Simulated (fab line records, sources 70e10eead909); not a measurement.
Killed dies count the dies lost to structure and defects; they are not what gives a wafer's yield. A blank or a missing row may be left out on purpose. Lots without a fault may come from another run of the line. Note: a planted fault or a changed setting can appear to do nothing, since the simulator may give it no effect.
Which tool is to blame? | flow nand-harc | 36 wafers from 12 lots sampled at 5 of the route's 1159 steps

== WHAT EACH GAUGE READ, for each wafer ==
NHARC_P_STI_CD_MEAS_16. Usual: cd-nm at 199.0 nm, with a standard deviation of 1.9.
lot  | measured    | on        | cd-nm (nm)        | flag
L567 | day 2 13:31 | cd-sem-01 | 199.0 197.2 198.8 |
L568 | day 2 17:29 | cd-sem-02 | 201.6 200.2 200.0 |
L572 | day 3 14:41 | cd-sem-02 | 196.8 195.4 197.2 |
L578 | day 5 09:02 | cd-sem-03 | 201.9 201.1 200.6 |
L580 | day 5 19:01 | cd-sem-02 | 197.2 200.2 201.0 |
L582 | day 6 03:26 | cd-sem-02 | 196.6 194.8 195.7 |
L585 | day 7 02:10 | cd-sem-03 | 200.5 201.4 199.6 |
L586 | day 7 02:20 | cd-sem-01 | 198.2 196.1 196.8 |
L587 | day 7 13:17 | cd-sem-03 | 198.3 201.0 199.4 |
L588 | day 7 17:54 | cd-sem-01 | 200.0 202.4 201.1 |
L589 | day 8 00:38 | cd-sem-02 | 200.5 201.3 200.8 |
L590 | day 8 05:28 | cd-sem-01 | 200.5 201.8 198.0 |

NHARC_END_SORT_01. Usual: killed-at-array 29, standard deviation 11; killed-at-other 0.6, standard deviation 0.89; killed-at-periphery 3.8, standard deviation 2.8; killed-dies 33, standard deviation 12; killed-open 3.5, standard deviation 1.9; killed-short 1.9, standard deviation 1.3.
lot  | measured     | on        | killed-at-array | killed-at-other | killed-at-periphery | killed-dies | killed-open | killed-short | flag
L578 | day 22 08:41 | prober-02 | 23 29 39        | 0 1 0           | 3 2 5               | 26 32 44    | 5 7 4       | 0 1 3        |
L580 | day 22 10:07 | prober-01 | 38 48 35        | 1 1 2           | 4 4 7               | 43 53 44    | 5 4 3       | 3 2 2        |
L582 | day 22 23:41 | prober-02 | 45 34 47        | 0 0 0           | 6 10 7              | 51 44 54    | 2 0 2       | 2 1 4        |

== WHAT TOOL EACH LOT RAN ON (gives the tool, then ch and the chambers of the sampled wafers, and finally the start) ==
lot  | NHARC_P_GATE_HM_OPEN_105                      | NHARC_P_GATE_ETCH_32             | NHARC_P_GATE_STRIP_101
L567 | rie-diel-02 ch 2,3, day 4 14:11 or earlier    | rie-si-02 ch 0,2, day 4 14:11    | rie-diel-12 ch 1,2, day 5 00:36
L568 | rie-diel-04 ch 0,1,3, day 4 14:22 or earlier  | rie-si-03 ch 0,1, day 4 14:22    | rie-diel-12 ch 1,2,3, day 5 00:49
L572 | rie-diel-12 ch 0,1, day 5 19:56 or earlier    | rie-si-06 ch 0,2,3, day 5 19:56  | rie-diel-04 ch 0,2,3, day 6 06:20
L578 | rie-diel-12 ch 0,1,2, day 8 02:24 or earlier  | rie-si-03 ch 0,3, day 8 02:24    | rie-diel-04 ch 0,1,3, day 8 12:48
L580 | rie-diel-04 ch 0,2,3, day 8 01:24 or earlier  | rie-si-03 ch 1,2,3, day 8 01:24  | rie-diel-12 ch 1,2,3, day 8 11:47
L582 | rie-diel-12 ch 0,1,2, day 8 11:26 or earlier  | rie-si-03 ch 1,2, day 8 11:26    | rie-diel-02 ch 0,2, day 8 21:55
L585 | rie-diel-04 ch 0,2, day 9 08:31 or earlier    | rie-si-02 ch 0,2,3, day 9 08:31  | rie-diel-02 ch 2,3, day 9 18:58
L586 | rie-diel-12 ch 2,3, day 9 07:58 or earlier    | rie-si-06 ch 0,1, day 9 07:58    | rie-diel-04 ch 0,1,3, day 9 18:35
L587 | rie-diel-02 ch 1,3, day 9 18:13 or earlier    | rie-si-02 ch 1,3, day 9 18:13    | rie-diel-02 ch 0,3, day 10 04:58
L588 | rie-diel-04 ch 1,2,3, day 9 18:11 or earlier  | rie-si-06 ch 1,2, day 9 18:11    | rie-diel-12 ch 1,2,3, day 10 04:35
L589 | rie-diel-12 ch 0,2,3, day 10 02:36 or earlier | rie-si-06 ch 0,1,2, day 10 02:36 | rie-diel-12 ch 0,1,2, day 10 13:05
L590 | rie-diel-12 ch 0,1,2, day 10 10:44 or earlier | rie-si-06 ch 0,1,2, day 10 10:44 | rie-diel-12 ch 1,2,3, day 10 21:14
- NHARC_P_GATE_HM_OPEN_105: chemistry O2/COS, target depth 360 nm.
- NHARC_P_GATE_ETCH_32: etches the open film in HBr/Cl2, target depth 150 nm, time 100.1 s.
- NHARC_P_GATE_STRIP_101: strips in O2, time 20 s.

== WHAT THE TOOLS THEMSELVES READ (means of the sampled wafers that have a number; where no wafer has one, the mark that the record gives instead) ==
NHARC_P_GATE_HM_OPEN_105. Usual: drypump-motor-current-A 5.59 A, standard deviation 0.3; mfc-ar-sccm 0.005 sccm, standard deviation 0.0081; oes-product-au 1.002 a.u., standard deviation 0.0076; rf-vpp-V 467.8 V, standard deviation 2.7; showerhead-plenum-p-Torr 3.15 Torr, standard deviation 0.12; throttle-valve-pct 28.330 %, standard deviation 0.0095.
lot  | tool        | drypump-motor-current-A (A) | mfc-ar-sccm (sccm) | oes-product-au (a.u.) | rf-vpp-V (V) | showerhead-plenum-p-Torr (Torr) | throttle-valve-pct (%) | flag
L567 | rie-diel-02 | 5.39                        | 0.004              | 0.998                 | 468.0        | 3.19                            | 28.327                 |
L568 | rie-diel-04 | 5.56                        | 0.007              | 0.987                 | 465.6        | 3.07                            | 28.335                 |
L572 | rie-diel-12 | 5.70                        | 0.000              | 1.004                 | 467.7        | 3.18                            | 28.331                 |
L578 | rie-diel-12 | 5.73                        | 0.000              | 0.998                 | 467.8        | 3.14                            | 28.324                 |
L580 | rie-diel-04 | 5.41                        | 0.009              | 1.014                 | 468.3        | 3.15                            | 28.330                 |
L582 | rie-diel-12 | 5.73                        | 0.000              | 1.008                 | 467.4        | 3.14                            | 28.331                 |
L585 | rie-diel-04 | 5.28                        | 0.002              | 1.005                 | 466.4        | 3.09                            | 28.326                 |
L586 | rie-diel-12 | 5.58                        | 0.004              | 1.006                 | 464.3        | 3.02                            | 28.322                 |
L587 | rie-diel-02 | 5.55                        | 0.021              | 1.002                 | 465.9        | 3.11                            | 28.328                 |
L588 | rie-diel-04 | 5.46                        | 0.009              | 0.999                 | 469.6        | 3.25                            | 28.330                 |
L589 | rie-diel-12 | 5.62                        | 0.002              | 1.007                 | 467.0        | 3.11                            | 28.323                 |
L590 | rie-diel-12 | 5.73                        | 0.000              | 0.999                 | 467.1        | 3.14                            | 28.342                 |

NHARC_P_GATE_ETCH_32. Usual: drypump-motor-current-A 6.0 A, standard deviation 0.51; mfc-cl2-sccm 50.00 sccm, standard deviation 0.15; oes-product-au 0.998 a.u., standard deviation 0.0073; throttle-valve-pct 26.406 %, standard deviation 0.0084.
lot  | tool      | drypump-motor-current-A (A) | mfc-cl2-sccm (sccm) | oes-product-au (a.u.) | throttle-valve-pct (%) | flag
L567 | rie-si-02 | 6.2                         | 49.96               | 0.995                 | 26.395                 |
L568 | rie-si-03 | 5.6                         | 50.02               | 1.000                 | 26.408                 |
L572 | rie-si-06 | 5.9                         | 49.72               | 0.988                 | 26.403                 |
L578 | rie-si-03 | 5.6                         | 40.08               | 0.987                 | 25.818                 | OFF
L580 | rie-si-03 | 6.6                         | 40.06               | 0.996                 | 25.810                 | OFF
L582 | rie-si-03 | 6.6                         | 39.97               | 0.991                 | 25.821                 | OFF
L585 | rie-si-02 | 5.9                         | 49.95               | 0.997                 | 26.407                 |
L586 | rie-si-06 | 6.2                         | 50.07               | 0.999                 | 26.405                 |
L587 | rie-si-02 | 5.5                         | 50.20               | 1.000                 | 26.402                 |
L588 | rie-si-06 | 6.0                         | 49.98               | 1.009                 | 26.402                 |
L589 | rie-si-06 | 6.1                         | 50.15               | 1.005                 | 26.414                 |
L590 | rie-si-06 | 6.1                         | 50.01               | 1.002                 | 26.404                 |

NHARC_P_GATE_STRIP_101. Usual: drypump-motor-current-A 5.6 A, standard deviation 0.32; mfc-ar-sccm 0.006 sccm, standard deviation 0.0089; oes-product-au 0.999 a.u., standard deviation 0.0065; rf-vpp-V 57.9 V, standard deviation 0.87; showerhead-plenum-p-Torr 3.56 Torr, standard deviation 0.12; throttle-valve-pct 17.037 %, standard deviation 0.011.
lot  | tool        | drypump-motor-current-A (A) | mfc-ar-sccm (sccm) | oes-product-au (a.u.) | rf-vpp-V (V) | showerhead-plenum-p-Torr (Torr) | throttle-valve-pct (%) | flag
L567 | rie-diel-12 | 5.9                         | 0.000              | 0.991                 | 57.4         | 3.46                            | 17.042                 |
L568 | rie-diel-12 | 5.7                         | 0.002              | 0.996                 | 57.9         | 3.46                            | 17.024                 |
L572 | rie-diel-04 | 5.4                         | 0.009              | 0.998                 | 58.4         | 3.57                            | 17.039                 |
L578 | rie-diel-04 | 5.6                         | 0.007              | 0.995                 | 57.8         | 3.63                            | 17.038                 |
L580 | rie-diel-12 | 5.7                         | 0.002              | 0.996                 | 57.9         | 3.45                            | 17.035                 |
L582 | rie-diel-02 | 5.9                         | 0.015              | 0.992                 | 58.0         | 3.73                            | 17.030                 |
L585 | rie-diel-02 | 5.4                         | 0.004              | 1.003                 | 58.5         | 3.57                            | 17.040                 |
L586 | rie-diel-04 | 5.6                         | 0.007              | 1.002                 | 58.1         | 3.63                            | 17.047                 |
L587 | rie-diel-02 | 5.4                         | 0.011              | 0.985                 | 57.9         | 3.66                            | 17.033                 |
L588 | rie-diel-12 | 5.7                         | 0.002              | 0.997                 | 56.8         | 3.45                            | 17.048                 |
L589 | rie-diel-12 | 5.7                         | 0.000              | 1.001                 | 57.8         | 3.54                            | 17.040                 |
L590 | rie-diel-12 | 5.7                         | 0.002              | 0.999                 | 57.7         | 3.45                            | 17.031                 |

== THE ANSWER, worked out from the rows above alone ==
Rule: a lot is off if the mean of its wafers that have a number lies more than 3 standard deviations from the usual mean. Also off: a lot with no number at a reading for which 4 or more lots have one. Where the step has rows for the other lots, those lots are counted as sound. After the gauges, taken in route order, come the tools' own readings; for these a lot's mean is taken, as printed above. The first step at which some lot is off is used, and at that step the reading that is off furthest; a lot without a number counts as furthest.
Off, at NHARC_P_GATE_ETCH_32 on throttle-valve-pct: L578, L580, L582.
A tool fits if, at that step or a process step before it, it ran every lot that is off, and no sound lot after the first of them. NHARC_P_GATE_HM_OPEN_105 gives no start for some lots, so the hours and the order of its lots are those of NHARC_P_GATE_ETCH_32. One fits: rie-si-03 at NHARC_P_GATE_ETCH_32. Its last sound lot is L568 (day 4 14:22), its first lot that is off L580 (day 8 01:24): a fault that began between those two fits.
The tool's own readings at NHARC_P_GATE_ETCH_32 bear it out: on the lots that are off they differ by more than 5 times the standard deviation of the sound lots' means. mfc-cl2-sccm reads 40.04 sccm there against 50.01 sccm on the sound lots; throttle-valve-pct reads 25.816 % there against 26.404 % on the sound lots.

== WHAT THE SIMULATOR HAD INSERTED ==
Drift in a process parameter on rie-si-03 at NHARC_P_GATE_ETCH_32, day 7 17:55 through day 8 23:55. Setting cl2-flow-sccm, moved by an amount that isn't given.
Struck lots among those shown: L578, L580, L582. This agrees with what the rule above found.
